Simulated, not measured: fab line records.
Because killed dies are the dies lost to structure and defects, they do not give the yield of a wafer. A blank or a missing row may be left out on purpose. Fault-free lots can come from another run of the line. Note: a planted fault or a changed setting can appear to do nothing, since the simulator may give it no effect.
2 desks looking at one fault ; flow n5-finfet ; every desk sees just its own numbers, and what lay behind them comes last

DESK OF THE TOOL OWNER: rie-si-06
The tool's own readings at N5_DUMMY_GATE_ETCH_23 (etches poly-Si in HBr/Cl2/O2, target depth 41 nm, time 22.3 s): means of the sampled wafers that have a number, for each lot that ran on this tool. The brackets show how far a lot's mean lies from the usual mean; more than 4 standard deviations puts the lot out of limits, marked OUT.
Columns: A = drypump-motor-current-A at N5_DUMMY_GATE_ETCH_23, usual 5.6 A; B = he-backside-leak-sccm at N5_DUMMY_GATE_ETCH_23, usual 2.8 sccm; C = oes-product-au at N5_DUMMY_GATE_ETCH_23, usual 1.003 a.u.; D = throttle-valve-pct at N5_DUMMY_GATE_ETCH_23, usual 37.2 %
lot;first seen here;A;B;C;D
L118;day 6 12:23;5.7;2.5;1.015;37.3
L119;day 6 16:06;5.4;2.6;1.014;37.3
L121;day 7 07:02;5.5;2.5;0.951;37.3
L122;day 7 10:44;5.8;2.7;0.758 (-12) OUT;37.1
L123;day 7 11:26;5.6;2.5;0.906 (-4.6) OUT;37.2
This desk's verdict: out of limits on L122, L123, starting with L122 at day 7 10:44 (oes-product-au at N5_DUMMY_GATE_ETCH_23). In limits: L118, L119, L121.

FROM THE METROLOGY DESK
What the gauges read for every lot (on any tool): the sampled wafers with a number, averaged. The brackets show how far a lot's mean lies from the usual mean; more than 4 standard deviations puts the lot out of limits, marked OUT. Readings shown: 7 of its 10, picked as those furthest out on some lot.
Columns: A = DIBL_N at N5_BEOL_M4_RC_MEAS_101, usual 36.5 mV/V; B = IOFF_P at N5_BEOL_M4_RC_MEAS_101, usual 0.21 nA/um; C = ION_N at N5_BEOL_M4_RC_MEAS_101, usual 674 uA/um; D = ION_P at N5_BEOL_M4_RC_MEAS_101, usual 460 uA/um; E = SS_P at N5_BEOL_M4_RC_MEAS_101, usual 73.4 mV/dec; F = VT_N at N5_BEOL_M4_RC_MEAS_101, usual 249 mV; G = VT_P at N5_BEOL_M4_RC_MEAS_101, usual -250 mV
lot;first seen here;A;B;C;D;E;F;G
L110;day 9 04:07;36.1;0.21;669;459;73.5;249;-249
L113;day 9 18:21;36.4;0.20;675;459;73.3;247;-252
L114;day 9 22:53;36.3;0.19;679;459;72.9;248;-253
L118;day 11 21:37;36.1;0.20;666;455;73.7;251;-251
L119;day 11 23:48;37.6;0.26;685;472;73.4;248;-246
L121;day 12 04:33;37.8;0.18;662;449;73.4;251;-256
L122;day 12 05:22;36.3;0.17;668;449;72.6;253;-255
L124;day 12 22:46;35.8;0.17;676;458;72.7;251;-254
L123;day 13 01:41;38.1;0.23;662;456;73.5;249;-251
Result from this desk: across the 9 lots, nothing is out of limits.

PUT TOGETHER
An alarm could have come from the tool owner's desk at day 7 10:44, on L122, L123.
Metrology desk: nothing out of limits seen.
The metrology desk has L122, L123 on record, within its limits.
N5_DUMMY_GATE_ETCH_23 was run on rie-si-06 by each of the lots named.

WHAT THE SIMULATOR HAD INSERTED
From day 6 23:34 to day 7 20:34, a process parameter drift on rie-si-06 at N5_DUMMY_GATE_ETCH_23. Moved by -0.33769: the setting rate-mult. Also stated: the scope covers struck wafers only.
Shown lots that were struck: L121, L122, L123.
Delay in hours, fault start to first out-of-limits reading, by desk: the tool owner's desk at 11.
